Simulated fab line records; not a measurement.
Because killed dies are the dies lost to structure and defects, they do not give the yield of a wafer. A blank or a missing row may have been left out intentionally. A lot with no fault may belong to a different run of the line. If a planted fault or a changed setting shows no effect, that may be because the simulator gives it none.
Chamber matching :: flow n5Finfet :: N5_BEOL_M5_STRIP_64 on rieDiel-01 has 4 sister chambers
The step strips in CF4. 14 wafers are shown with their chamber, then 7 later ones without.

== WAFERS PAIRED WITH THEIR CHAMBERS ==
wafer: L079.3
chamber: 2
showerheadPlenumPTorr (Torr): 1.77
drypumpMotorCurrentA (A): 5.68
throttleValvePct (%): 13.82

wafer: L079.4
chamber: 1
showerheadPlenumPTorr (Torr): 1.84
drypumpMotorCurrentA (A): 5.57
throttleValvePct (%): 13.74

wafer: L079.6
chamber: 2
showerheadPlenumPTorr (Torr): 1.77
drypumpMotorCurrentA (A): 5.66
throttleValvePct (%): 13.82

wafer: L077.2
chamber: 2
showerheadPlenumPTorr (Torr): 1.77
drypumpMotorCurrentA (A): 5.68
throttleValvePct (%): 13.81

wafer: L077.3
chamber: 3
showerheadPlenumPTorr (Torr): 1.73
drypumpMotorCurrentA (A): 5.65
throttleValvePct (%): 13.32

wafer: L077.6
chamber: 2
showerheadPlenumPTorr (Torr): 1.77
drypumpMotorCurrentA (A): 5.68
throttleValvePct (%): 13.81

wafer: L089.1
chamber: 3
showerheadPlenumPTorr (Torr): 1.73
drypumpMotorCurrentA (A): 5.65
throttleValvePct (%): 13.38

wafer: L089.2
chamber: 1
showerheadPlenumPTorr (Torr): 1.84
drypumpMotorCurrentA (A): 5.60
throttleValvePct (%): 13.78

wafer: L089.5
chamber: 2
showerheadPlenumPTorr (Torr): 1.77
drypumpMotorCurrentA (A): 5.67
throttleValvePct (%): 13.86

wafer: L093.3
chamber: 1
showerheadPlenumPTorr (Torr): 1.83
drypumpMotorCurrentA (A): 5.58
throttleValvePct (%): 13.82

wafer: L093.5
chamber: 3
showerheadPlenumPTorr (Torr): 1.73
drypumpMotorCurrentA (A): 5.68
throttleValvePct (%): 13.41

wafer: L093.6
chamber: 0
showerheadPlenumPTorr (Torr): 1.81
drypumpMotorCurrentA (A): 5.07
throttleValvePct (%): 13.75

wafer: L094.1
chamber: 3
showerheadPlenumPTorr (Torr): 1.73
drypumpMotorCurrentA (A): 5.65
throttleValvePct (%): 13.43

wafer: L094.2
chamber: 1
showerheadPlenumPTorr (Torr): 1.83
drypumpMotorCurrentA (A): 5.57
throttleValvePct (%): 13.80

SIGNATURES, as means of the wafers listed above
reading: showerheadPlenumPTorr
chamber 0: 1.8100
chamber 1: 1.8350
chamber 2: 1.7700
chamber 3: 1.7300
scatter within a chamber: 0.00316

reading: drypumpMotorCurrentA
chamber 0: 5.0700
chamber 1: 5.5800
chamber 2: 5.6740
chamber 3: 5.6575
scatter within a chamber: 0.0126

reading: throttleValvePct
chamber 0: 13.7500
chamber 1: 13.7850
chamber 2: 13.8240
chamber 3: 13.3850
scatter within a chamber: 0.0348
Rule: for each reading, subtract the chamber's mean from the wafer's reading, divide by that reading's scatter and square the result; add these up over the readings and take the root, which gives the wafer's distance from the chamber. If the next closest chamber is less than 2 further off than the closest, the wafer can't be placed; otherwise it belongs to the closest. The scatter: the root of (the sum of the squares of (reading less its chamber's mean) over the shown wafers, divided by (wafers less chambers)).

== WAFERS WITHOUT THEIR CHAMBER ==
wafer: L094.4
showerheadPlenumPTorr (Torr): 1.83
drypumpMotorCurrentA (A): 5.58
throttleValvePct (%): 13.80

wafer: L095.2
showerheadPlenumPTorr (Torr): 1.72
drypumpMotorCurrentA (A): 5.66
throttleValvePct (%): 13.41

wafer: L095.5
showerheadPlenumPTorr (Torr): 1.72
drypumpMotorCurrentA (A): 5.67
throttleValvePct (%): 13.41

wafer: L095.6
showerheadPlenumPTorr (Torr): 1.83
drypumpMotorCurrentA (A): 5.59
throttleValvePct (%): 13.83

wafer: L096.1
showerheadPlenumPTorr (Torr): 1.72
drypumpMotorCurrentA (A): 5.66
throttleValvePct (%): 13.42

wafer: L096.2
showerheadPlenumPTorr (Torr): 1.81
drypumpMotorCurrentA (A): 5.08
throttleValvePct (%): 13.78

wafer: L096.3
showerheadPlenumPTorr (Torr): 1.76
drypumpMotorCurrentA (A): 5.68
throttleValvePct (%): 13.31

== EACH ONE'S CHAMBER ==
wafer: L094.4
from the rows above: 1
in truth: 1

wafer: L095.2
from the rows above: 3
in truth: 3

wafer: L095.5
from the rows above: 3
in truth: 3

wafer: L095.6
from the rows above: 1
in truth: 1

wafer: L096.1
from the rows above: 3
in truth: 3

wafer: L096.2
from the rows above: 0
in truth: 0

wafer: L096.3
from the rows above: 3
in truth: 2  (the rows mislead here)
6 of 7 placed correctly. Number that these rows cannot place: 0. 1 placed wrongly.
